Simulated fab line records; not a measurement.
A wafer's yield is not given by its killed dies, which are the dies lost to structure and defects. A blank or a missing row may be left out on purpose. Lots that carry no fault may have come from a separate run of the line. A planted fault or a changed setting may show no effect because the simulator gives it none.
One fault through the eyes of 3 desks + flow n5Finfet + each desk holds nothing but its own numbers, with what lay behind them at the end

== TOOL OWNER'S DESK, rieDiel-03 ==
The tool's own readings at N5_BEOL_M1_ETCH_64 (etches SOC in N2/H2, target depth 75 nm, overetch 15 nm, time 112.5 s): means of the sampled wafers that have a number, for each lot that ran on this tool. If a lot's mean is further than 4 standard deviations from the usual mean, the lot is out of limits and carries the mark OUT (the distance appears in the brackets).
Columns: A = biasW at N5_BEOL_M1_ETCH_64, usual 150.0 W; B = drypumpMotorCurrentA at N5_BEOL_M1_ETCH_64, usual 5.8 A; C = oesProductAu at N5_BEOL_M1_ETCH_64, usual 0.60 a.u.; D = rfVppV at N5_BEOL_M1_ETCH_64, usual 523.0 V; E = showerheadPlenumPTorr at N5_BEOL_M1_ETCH_64, usual 2.51 Torr; F = tempC at N5_BEOL_M1_ETCH_64, usual 39.98 C; G = throttleValvePct at N5_BEOL_M1_ETCH_64, usual 17.82 %
| lot  | first seen here | A                       | B   | C    | D               | E    | F     | G     |
|------|-----------------|-------------------------|-----|------|-----------------|------|-------|-------|
| L206 | day 7 15:54     | 150.1                   | 5.7 | 0.59 | 522.2           | 2.50 | 39.97 | 17.82 |
| L207 | day 7 23:29     | 197.4 (+99 or more) OUT | 6.2 | 0.61 | 619.0 (+40) OUT | 2.44 | 39.97 | 17.84 |
| L208 | day 8 07:41     | 197.7 (+99 or more) OUT | 6.2 | 0.60 | 620.0 (+40) OUT | 2.44 | 39.99 | 17.85 |
| L209 | day 8 11:41     | 197.3 (+99 or more) OUT | 6.2 | 0.60 | 619.2 (+40) OUT | 2.44 | 40.01 | 17.84 |
This desk's verdict: out of limits on L207, L208, L209, starting with L207 at day 7 23:29 (biasW at N5_BEOL_M1_ETCH_64). Within limits: L206.

== METROLOGY DESK ==
What the gauges read for every lot (on any tool): the sampled wafers with a number, averaged. If a lot's mean is further than 4 standard deviations from the usual mean, the lot is out of limits and carries the mark OUT (the distance appears in the brackets). Only the readings that lie furthest out on some lot appear, 7 of the 12 it has.
Columns: A = M1_OVL at N5_BEOL_M1_OVL_MEAS_12, usual 0.1 nm; B = DIBL_N at N5_BEOL_M4_RC_MEAS_101, usual 35.7 mV/V; C = DIBL_P at N5_BEOL_M4_RC_MEAS_101, usual 35.4 mV/V; D = IOFF_N at N5_BEOL_M4_RC_MEAS_101, usual 0.152 nA/um; E = IOFF_P at N5_BEOL_M4_RC_MEAS_101, usual 0.20 nA/um; F = SS_N at N5_BEOL_M4_RC_MEAS_101, usual 71.4 mV/dec; G = VT_N at N5_BEOL_M4_RC_MEAS_101, usual 251 mV
| lot  | first seen here | A    | B    | C    | D     | E    | F    | G   |
|------|-----------------|------|------|------|-------|------|------|-----|
| L202 | day 6 11:50     | 0.5  | 37.2 | 36.1 | 0.189 | 0.26 | 71.9 | 248 |
| L206 | day 7 15:41     | -1.4 | 34.8 | 35.7 | 0.147 | 0.21 | 70.8 | 250 |
| L207 | day 7 23:10     | 0.1  | 35.3 | 35.3 | 0.147 | 0.19 | 71.6 | 250 |
| L208 | day 8 07:28     | 0.2  | 34.4 | 33.0 | 0.124 | 0.17 | 71.7 | 255 |
| L209 | day 8 11:26     | 0.8  | 36.0 | 35.0 | 0.137 | 0.20 | 71.3 | 252 |
| L214 | day 9 22:18     | 0.6  | 36.5 | 36.3 | 0.164 | 0.22 | 72.3 | 250 |
| L223 | day 12 05:58    | 0.4  | 32.8 | 31.6 | 0.101 | 0.16 | 70.5 | 257 |
Result from this desk: across the 7 lots, nothing is out of limits.

== THE DEFECT DESK ==
Counts from the inspections along the route, per lot, as means over the sampled wafers that have a number. If a lot's mean is further than 4 standard deviations from the usual mean, the lot is out of limits and carries the mark OUT (the distance appears in the brackets).
Columns: A = rawDefectCount at N5_BEOL_M1_INSPECT_13, usual 381
| lot  | first seen here | A   |
|------|-----------------|-----|
| L202 | day 6 11:56     | 296 |
| L206 | day 7 15:47     | 359 |
| L207 | day 7 23:15     | 436 |
| L208 | day 8 07:34     | 400 |
| L209 | day 8 11:31     | 326 |
| L214 | day 9 22:23     | 288 |
| L223 | day 12 06:02    | 418 |
Result from this desk: across the 7 lots, nothing is out of limits.

== PUT TOGETHER ==
The tool owner's desk could have raised an alarm at day 7 23:29, on L207, L208, L209.
Nothing out of limits was seen by the metrology desk.
Nothing the defect desk looked at was out of limits.
The metrology desk has L207, L208, L209 on record, within its limits.
The defect desk has L207, L208, L209 on record, within its limits.
N5_BEOL_M1_ETCH_64 was run on rieDiel-03 by each of the lots named.

== WHAT HAD BEEN PUT IN BY THE SIMULATOR ==
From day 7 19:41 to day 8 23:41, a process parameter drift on rieDiel-03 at N5_BEOL_M1_ETCH_64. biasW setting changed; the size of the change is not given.
Struck lots among those shown: L207, L208, L209.
Time in hours from fault onset to the first out-of-limits reading at each desk: the tool owner's desk, 4.
